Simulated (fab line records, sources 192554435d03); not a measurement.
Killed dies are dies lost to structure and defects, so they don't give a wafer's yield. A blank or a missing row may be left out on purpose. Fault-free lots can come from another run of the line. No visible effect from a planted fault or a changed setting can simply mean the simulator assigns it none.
A lot that was struck, set against a sound lot || flow n5_finfet || 37 out of 1938 route steps
Sound: wafers L676.1, L676.5, L676.6. Wafers struck: L680.1, L680.3, L680.4. At the end, the cause is stated.
Per side, at each step with rows, come the tool, then ch with its chambers, and then its first start. Under that, the readings that differ: sound wafers || struck wafers || difference of the means || sigmas: that difference in standard deviations of wafers without a fault.
alike: same words and numbers on both sides, and readings whose means sit less than 2 such deviations apart. not compared: any withheld reading, any reading some wafer has no value for, any bound like >300 that may hide the same value, and any number with overlapping values for which the record gives no deviation.
The two part at a step that has a row with sigmas, a row that says differs or no value, or rows on one side only. Numbers that don't overlap but have no deviation are shown without sigmas and don't part them. A reading that every wafer of one side lacks parts them only if that side has two wafers or more.

first, 10 steps without rows for these wafers: N5_SDB_DESCUM_16 (chemistry O2, time 7.9 s); N5_SDB_ETCH_17 (etches SiARC in CF4, target depth 23.4 nm, time 39 s); N5_SDB_ETCH_18 (etches SOC in N2/H2, target depth 100 nm, overetch 20 nm, time 150 s); N5_SDB_STRIP_19 (strips in N2/H2); N5_SDB_STRIP_21 (strips in CF4); N5_SDB_HM_OPEN_20 (chemistry CH3F/O2, target SiNx, stops on poly-Si, target depth 24 nm); N5_SDB_STRIP_22 (strips in N2/H2); N5_SDB_PRECLEAN_23 (cleans in dHF, time 30 s); N5_SDB_DUMMY_REMOVE_24 (chemistry TMAH, target poly-Si, stops on SiO2, target depth 142 nm, time 57 s, rinse time 30 s); N5_SDB_ETCH_25 (etches SiO2 in C4F6/O2, target depth 10 nm, time 3.3 s).
N5_SDB_CUT_ETCH_26: etches Si in HBr/Cl2/O2, target depth 129.6 nm, bt time 20 s, time 51.8 s.
  sound on rie_si-03 ch 0,2,3, day 7 10:03; struck on rie_si-03 ch 0,1,3, day 7 19:05
  alike: drypump_motor_current_A, oes_product_au, throttle_valve_pct
  not compared: rf_hours_counter_h
then, 25 steps without rows for these wafers: N5_SDB_PRECLEAN_38 (cleans in dHF, time 10 s); N5_SDB_PRECLEAN_39 (cleans in O3/DIW, time 45 s); N5_SDB_SRD_28 (time 30 s); N5_SDB_ALD_29 (deposits SiNx, target thk 30 nm, pulse time 1 s, ald cycles 600); N5_SDB_CMP_30 (polishes, stops on poly-Si, t overpolish 1.54 s, target thk 30 nm); N5_DUMMY_REMOVAL_HM_STRIP_01 (strips SiNx in CH3F/O2, stops on poly-Si, target depth 4 nm, time 6.8 s); N5_DUMMY_REMOVAL_STRIP_10 (strips in N2/H2, time 40 s); N5_DUMMY_REMOVAL_PRECLEAN_07 (cleans in dHF, time 30 s); N5_DUMMY_REMOVAL_DUMMY_REMOVE_02 (chemistry TMAH, target poly-Si, stops on SiO2, target depth 142 nm, time 57 s, rinse time 30 s); N5_DUMMY_REMOVAL_PRECLEAN_08 (cleans in NF3:NH3, afs cycles 2, time 20 s, sublimation time 60 s); N5_DUMMY_REMOVAL_PRECLEAN_04 (cleans in DHF, time 37 s); N5_DUMMY_REMOVAL_SRD_05 (time 30 s); N5_HKMG_FIN_IL_REGROW_00 (material SiO2, chemistry O3, target thk 0.75 nm, time 30 s); N5_HKMG_FIN_HK_ALD_01 (deposits HfO2, target thk 1.6 nm, pulse time 3 s, purge time 3 s); N5_HKMG_FIN_HK_ANNEAL_02 (time 30 s); N5_HKMG_FIN_ALD_74 (deposits La2O3, target thk 0.5 nm, pulse time 6 s, co reactant pulse time 1 s); N5_HKMG_FIN_ALD_75 (deposits Al2O3, target thk 1 nm, co reactant pulse time 1 s); N5_HKMG_FIN_COAT_41 (time 60 s, resist thk 300 nm); N5_HKMG_FIN_COAT_42 (time 60 s, resist thk 35 nm); N5_HKMG_FIN_COAT_43 (resist thk 90 nm); N5_HKMG_FIN_EBR_45; N5_HKMG_FIN_SOFTBAKE_44 (time 60 s); N5_HKMG_FIN_EXPOSE_46 (exposes mask NDIPOLE); N5_HKMG_FIN_PEB_47 (peb time 60 s); N5_HKMG_FIN_DEVELOP_48 (develop time 30 s).
-- the record jumps here: 15 days lie between the struck wafers' starts before and after (it left off in module HKMG_FIN and takes up again in module PASSIVATION, whose first step shown is number 1936 of the route) --
N5_PASSIVATION_PROBE_49:
  sound on prober-02, day 22 13:52; struck on prober-01, day 22 20:26
{"reading": "defect_limited_yield (%)", "sound": "91.6 92.8 89.7", "struck": "78.6 77.7 80.2", "difference": -12.5, "sigmas": -8}
{"reading": "killed_at_front_end", "sound": "41 28 68", "struck": "186 194 145", "difference": "+129", "sigmas": "+12"}
{"reading": "killed_dies", "sound": "99 85 122", "struck": "253 263 234", "difference": "+148", "sigmas": "+8"}
{"reading": "sort_bin_5_function (%)", "sound": "5.3 4.2 5.9", "struck": "12.8 14.0 11.7", "difference": "+7.7", "sigmas": "+7"}
{"reading": "sort_n_pass", "sound": "1081 1095 1058", "struck": "927 917 946", "difference": -148, "sigmas": -8}
{"reading": "sort_yield_pct (%)", "sound": "91.6 92.8 89.7", "struck": "78.6 77.7 80.2", "difference": -12.5, "sigmas": -8}
  alike: killed_at_M0_to_M3, killed_at_M4_up, killed_at_contacts, killed_at_other, killed_open, killed_short, sort_bin_6_memory

## WHERE THEY PART
Within this record, at N5_PASSIVATION_PROBE_49 only.

WHY: what the simulator had put in
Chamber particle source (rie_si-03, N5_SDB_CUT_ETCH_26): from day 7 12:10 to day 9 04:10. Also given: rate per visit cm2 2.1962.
